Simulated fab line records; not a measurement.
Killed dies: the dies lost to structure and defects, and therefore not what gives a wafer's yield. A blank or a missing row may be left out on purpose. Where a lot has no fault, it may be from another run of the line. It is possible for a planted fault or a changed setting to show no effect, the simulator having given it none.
A lot that was struck, set against a sound lot + flow nand harc + 14 steps out of a route of 1302
Sound: the wafers L476.2, L476.5, L476.6. Struck: wafer L473.5. (L473.2, L473.4 of the same lot were not struck and are left out.) The cause comes at the end.
For every step that has rows: the tool of each side, followed by ch and its chambers, followed by its first start. Under that, the readings that differ: sound wafers + struck wafers + difference of the means + sigmas: that difference in standard deviations of wafers without a fault.
alike: readings whose means differ by less than 2 such deviations, and words and numbers that are the same on both sides. not compared: withheld readings, readings that some wafer has no value for, bounds like >300 that may hide the same value, and numbers for which the record gives no deviation and whose values overlap.
A row with sigmas, a row that says differs or no value, or rows on one side alone: a step with any of these is where the two part. When numbers do not overlap yet have no deviation, they are printed without sigmas and do not part them. Lack of a reading on every wafer of one side parts them only where that side has two or more wafers.

first, 7 steps without rows for these wafers: NHARC_A_CONTACT_COAT_62 (time 65 s); NHARC_A_CONTACT_COAT_63 (resist thk 90 nm); NHARC_A_CONTACT_SOFTBAKE_64 (time 55 s); NHARC_A_CONTACT_EBR_65; NHARC_A_CONTACT_EXPOSE_66 (exposes mask A CC 2); NHARC_A_CONTACT_PEB_67 (peb time 65 s); NHARC_A_CONTACT_DEVELOP_68 (develop time 35 s).
NHARC_A_CONTACT_CD_MEAS_69: target cd 300 nm.
  sound on cd sem-03 ch 0, day 30 00:50; struck on cd sem-03 ch 0, day 28 21:13
  alike: cd nm
NHARC_A_CONTACT_OVL_MEAS_70:
  sound: overlay-01 at day 30 00:55; struck: overlay-02 at day 28 21:19
  alike: overlay x nm, overlay y nm
NHARC_A_CONTACT_INSPECT_71:
  sound: defect inspect-02 at day 30 00:57; struck: defect inspect-01 at day 28 21:21
  alike: raw defect count
NHARC_A_CONTACT_DESCUM_74: chemistry O2, time 3 s.
  sound on rie diel-03 ch 0,1,3, day 30 01:02; struck on rie diel-01 ch 3, day 28 21:25
  alike: drypump motor current A, oes product au, rf vpp V, showerhead plenum p Torr, throttle valve pct
  not compared: rf hours counter h
NHARC_A_CONTACT_ETCH_75: etches the open film in CF4, target depth 39 nm, time 65 s.
  sound on rie diel-03 ch 0,2,3, day 30 01:07; struck on rie diel-01 ch 1, day 28 21:30
| reading                     | sound       | struck | difference | sigmas |
|-----------------------------|-------------|--------|------------|--------|
| drypump motor current A (A) | 5.0 5.5 5.5 | 6.3    | +1.0       | +2     |
  alike: oes product au, rf vpp V, showerhead plenum p Torr, throttle valve pct
  not compared: rf hours counter h
NHARC_A_CONTACT_ETCH_76: etches the open film in N2/H2, target depth 260 nm, time 475.3 s.
  sound on rie diel-03 ch 0,1,2, day 30 01:16; struck on rie diel-01 ch 0, day 28 21:39
| reading                | sound                | struck | difference | sigmas |
|------------------------|----------------------|--------|------------|--------|
| oes product au (a.u.)  | 0.997 1.004 0.991    | 0.868  | -0.129     | -16    |
| throttle valve pct (%) | 14.170 14.194 14.178 | 14.156 | -0.025     | -3     |
  alike: drypump motor current A, rf vpp V, showerhead plenum p Torr
  not compared: rf hours counter h
NHARC_A_CONTACT_ETCH_77: etches the open film in CF4/CHF3, target depth 108.9 nm, time 54.5 s.
  sound: rie diel-03 ch 2,3; struck: rie diel-01 ch 1
  alike: drypump motor current A, oes product au, rf vpp V, showerhead plenum p Torr, throttle valve pct
  not compared: rf hours counter h

## WHERE THEY PART
Last at NHARC_A_CONTACT_ETCH_76 as far as this record goes, first at NHARC_A_CONTACT_ETCH_75. Later steps at which nothing parts them and some readings are alike: NHARC_A_CONTACT_ETCH_77.

WHY: the cause the simulator had injected
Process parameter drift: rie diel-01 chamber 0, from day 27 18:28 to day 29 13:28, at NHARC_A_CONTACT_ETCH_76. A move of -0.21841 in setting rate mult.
